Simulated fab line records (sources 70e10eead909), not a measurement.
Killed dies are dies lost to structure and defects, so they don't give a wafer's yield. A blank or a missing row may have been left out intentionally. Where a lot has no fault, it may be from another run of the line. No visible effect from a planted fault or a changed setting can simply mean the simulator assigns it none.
Matching of chambers / flow nandHarc / NHARC_A_BONDPAD_ETCH_34 on rieDiel-12: 4 sister chambers
The step etches the open film in N2/H2, target depth 60 nm, overetch 18 nm, time 65.91 s. 39 wafers are shown with their chamber, then 12 later ones without.

## WAFERS, EACH WITH ITS CHAMBER
wafer=L075.1; chamber=3; showerheadPlenumPTorr (Torr)=2.19; drypumpMotorCurrentA (A)=5.4; rfVppV (V)=434.4
wafer=L075.2; chamber=1; showerheadPlenumPTorr (Torr)=1.98; drypumpMotorCurrentA (A)=5.7; rfVppV (V)=428.5
wafer=L075.4; chamber=1; showerheadPlenumPTorr (Torr)=1.98; drypumpMotorCurrentA (A)=5.7; rfVppV (V)=428.3
wafer=L076.4; chamber=3; showerheadPlenumPTorr (Torr)=2.19; drypumpMotorCurrentA (A)=5.4; rfVppV (V)=435.8
wafer=L076.5; chamber=2; showerheadPlenumPTorr (Torr)=2.00; drypumpMotorCurrentA (A)=6.3; rfVppV (V)=428.4
wafer=L076.6; chamber=3; showerheadPlenumPTorr (Torr)=2.19; drypumpMotorCurrentA (A)=5.4; rfVppV (V)=433.8
wafer=L078.1; chamber=2; showerheadPlenumPTorr (Torr)=2.00; drypumpMotorCurrentA (A)=6.3; rfVppV (V)=428.8
wafer=L078.3; chamber=0; showerheadPlenumPTorr (Torr)=2.16; drypumpMotorCurrentA (A)=6.1; rfVppV (V)=433.8
wafer=L078.5; chamber=2; showerheadPlenumPTorr (Torr)=2.00; drypumpMotorCurrentA (A)=6.3; rfVppV (V)=430.0
wafer=L079.1; chamber=1; showerheadPlenumPTorr (Torr)=1.98; drypumpMotorCurrentA (A)=5.8; rfVppV (V)=428.9
wafer=L079.3; chamber=2; showerheadPlenumPTorr (Torr)=2.00; drypumpMotorCurrentA (A)=6.3; rfVppV (V)=431.0
wafer=L079.5; chamber=1; showerheadPlenumPTorr (Torr)=1.97; drypumpMotorCurrentA (A)=5.8; rfVppV (V)=428.4
wafer=L080.2; chamber=1; showerheadPlenumPTorr (Torr)=1.98; drypumpMotorCurrentA (A)=5.8; rfVppV (V)=428.9
wafer=L080.5; chamber=1; showerheadPlenumPTorr (Torr)=1.98; drypumpMotorCurrentA (A)=5.8; rfVppV (V)=428.8
wafer=L080.6; chamber=2; showerheadPlenumPTorr (Torr)=2.00; drypumpMotorCurrentA (A)=6.3; rfVppV (V)=429.9
wafer=L081.1; chamber=1; showerheadPlenumPTorr (Torr)=1.98; drypumpMotorCurrentA (A)=5.8; rfVppV (V)=430.2
wafer=L081.4; chamber=2; showerheadPlenumPTorr (Torr)=2.00; drypumpMotorCurrentA (A)=6.3; rfVppV (V)=429.1
wafer=L081.6; chamber=1; showerheadPlenumPTorr (Torr)=1.97; drypumpMotorCurrentA (A)=5.8; rfVppV (V)=429.4
wafer=L082.1; chamber=0; showerheadPlenumPTorr (Torr)=2.16; drypumpMotorCurrentA (A)=6.0; rfVppV (V)=434.1
wafer=L082.2; chamber=3; showerheadPlenumPTorr (Torr)=2.19; drypumpMotorCurrentA (A)=5.4; rfVppV (V)=435.2
wafer=L082.5; chamber=3; showerheadPlenumPTorr (Torr)=2.19; drypumpMotorCurrentA (A)=5.4; rfVppV (V)=434.7
wafer=L084.2; chamber=3; showerheadPlenumPTorr (Torr)=2.19; drypumpMotorCurrentA (A)=5.4; rfVppV (V)=433.9
wafer=L084.4; chamber=2; showerheadPlenumPTorr (Torr)=2.00; drypumpMotorCurrentA (A)=6.3; rfVppV (V)=429.3
wafer=L084.6; chamber=3; showerheadPlenumPTorr (Torr)=2.19; drypumpMotorCurrentA (A)=5.4; rfVppV (V)=434.2
wafer=L085.3; chamber=3; showerheadPlenumPTorr (Torr)=2.19; drypumpMotorCurrentA (A)=5.4; rfVppV (V)=434.2
wafer=L085.4; chamber=0; showerheadPlenumPTorr (Torr)=2.16; drypumpMotorCurrentA (A)=6.1; rfVppV (V)=433.3
wafer=L085.6; chamber=2; showerheadPlenumPTorr (Torr)=2.00; drypumpMotorCurrentA (A)=6.3; rfVppV (V)=430.9
wafer=L086.1; chamber=1; showerheadPlenumPTorr (Torr)=1.97; drypumpMotorCurrentA (A)=5.8; rfVppV (V)=430.4
wafer=L086.3; chamber=2; showerheadPlenumPTorr (Torr)=2.00; drypumpMotorCurrentA (A)=6.3; rfVppV (V)=430.2
wafer=L086.5; chamber=3; showerheadPlenumPTorr (Torr)=2.19; drypumpMotorCurrentA (A)=5.4; rfVppV (V)=434.6
wafer=L087.1; chamber=2; showerheadPlenumPTorr (Torr)=2.00; drypumpMotorCurrentA (A)=6.3; rfVppV (V)=430.3
wafer=L087.2; chamber=0; showerheadPlenumPTorr (Torr)=2.16; drypumpMotorCurrentA (A)=6.1; rfVppV (V)=433.1
wafer=L087.5; chamber=0; showerheadPlenumPTorr (Torr)=2.16; drypumpMotorCurrentA (A)=6.2; rfVppV (V)=433.7
wafer=L089.1; chamber=2; showerheadPlenumPTorr (Torr)=2.00; drypumpMotorCurrentA (A)=6.3; rfVppV (V)=429.4
wafer=L089.3; chamber=3; showerheadPlenumPTorr (Torr)=2.19; drypumpMotorCurrentA (A)=5.4; rfVppV (V)=434.2
wafer=L089.4; chamber=1; showerheadPlenumPTorr (Torr)=1.97; drypumpMotorCurrentA (A)=5.8; rfVppV (V)=426.5
wafer=L088.2; chamber=3; showerheadPlenumPTorr (Torr)=2.19; drypumpMotorCurrentA (A)=5.4; rfVppV (V)=433.8
wafer=L088.4; chamber=2; showerheadPlenumPTorr (Torr)=2.00; drypumpMotorCurrentA (A)=6.3; rfVppV (V)=430.0
wafer=L088.6; chamber=1; showerheadPlenumPTorr (Torr)=1.97; drypumpMotorCurrentA (A)=5.8; rfVppV (V)=429.0

SIGNATURES (means of the wafers above)
reading=showerheadPlenumPTorr; chamber 0=2.1600; chamber 1=1.9755; chamber 2=2.0000; chamber 3=2.1900; scatter within a chamber=0.00279
reading=drypumpMotorCurrentA; chamber 0=6.100; chamber 1=5.782; chamber 2=6.300; chamber 3=5.400; scatter within a chamber=0.0322
reading=rfVppV; chamber 0=433.600; chamber 1=428.845; chamber 2=429.775; chamber 3=434.436; scatter within a chamber=0.796
Rule: distance of a wafer from a chamber = root of the sum over the readings of ((wafer's reading minus chamber's mean) / reading's scatter) squared. The wafer belongs to the nearest chamber; if the next one is less than 2 further off, it can't be placed. How the scatter is found: for the shown wafers, subtract from each reading the mean of its chamber, square and add these, divide the total by (wafers less chambers), then take the root.

## WAFERS WHOSE CHAMBER IS MISSING
wafer=L090.1; showerheadPlenumPTorr (Torr)=2.00; drypumpMotorCurrentA (A)=6.3; rfVppV (V)=428.2
wafer=L090.3; showerheadPlenumPTorr (Torr)=2.16; drypumpMotorCurrentA (A)=6.1; rfVppV (V)=435.1
wafer=L090.6; showerheadPlenumPTorr (Torr)=2.00; drypumpMotorCurrentA (A)=6.3; rfVppV (V)=429.8
wafer=L095.1; showerheadPlenumPTorr (Torr)=1.97; drypumpMotorCurrentA (A)=5.7; rfVppV (V)=429.3
wafer=L095.2; showerheadPlenumPTorr (Torr)=2.00; drypumpMotorCurrentA (A)=6.3; rfVppV (V)=431.3
wafer=L095.3; showerheadPlenumPTorr (Torr)=2.19; drypumpMotorCurrentA (A)=5.4; rfVppV (V)=434.2
wafer=L093.1; showerheadPlenumPTorr (Torr)=1.97; drypumpMotorCurrentA (A)=5.7; rfVppV (V)=429.1
wafer=L093.3; showerheadPlenumPTorr (Torr)=2.00; drypumpMotorCurrentA (A)=6.3; rfVppV (V)=429.2
wafer=L093.5; showerheadPlenumPTorr (Torr)=2.19; drypumpMotorCurrentA (A)=5.4; rfVppV (V)=435.2
wafer=L097.2; showerheadPlenumPTorr (Torr)=2.19; drypumpMotorCurrentA (A)=5.4; rfVppV (V)=435.1
wafer=L097.3; showerheadPlenumPTorr (Torr)=1.97; drypumpMotorCurrentA (A)=5.8; rfVppV (V)=429.8
wafer=L097.6; showerheadPlenumPTorr (Torr)=2.19; drypumpMotorCurrentA (A)=5.4; rfVppV (V)=435.1

## WHICH CHAMBER EACH WENT THROUGH
wafer=L090.1; from the rows above=2; in truth=2
wafer=L090.3; from the rows above=0; in truth=0
wafer=L090.6; from the rows above=2; in truth=2
wafer=L095.1; from the rows above=1; in truth=1
wafer=L095.2; from the rows above=2; in truth=2
wafer=L095.3; from the rows above=3; in truth=3
wafer=L093.1; from the rows above=1; in truth=1
wafer=L093.3; from the rows above=2; in truth=2
wafer=L093.5; from the rows above=3; in truth=3
wafer=L097.2; from the rows above=3; in truth=3
wafer=L097.3; from the rows above=1; in truth=1
wafer=L097.6; from the rows above=3; in truth=3
12 of 12 placed correctly. Can't be placed from these rows: 0. Wrongly placed: 0.
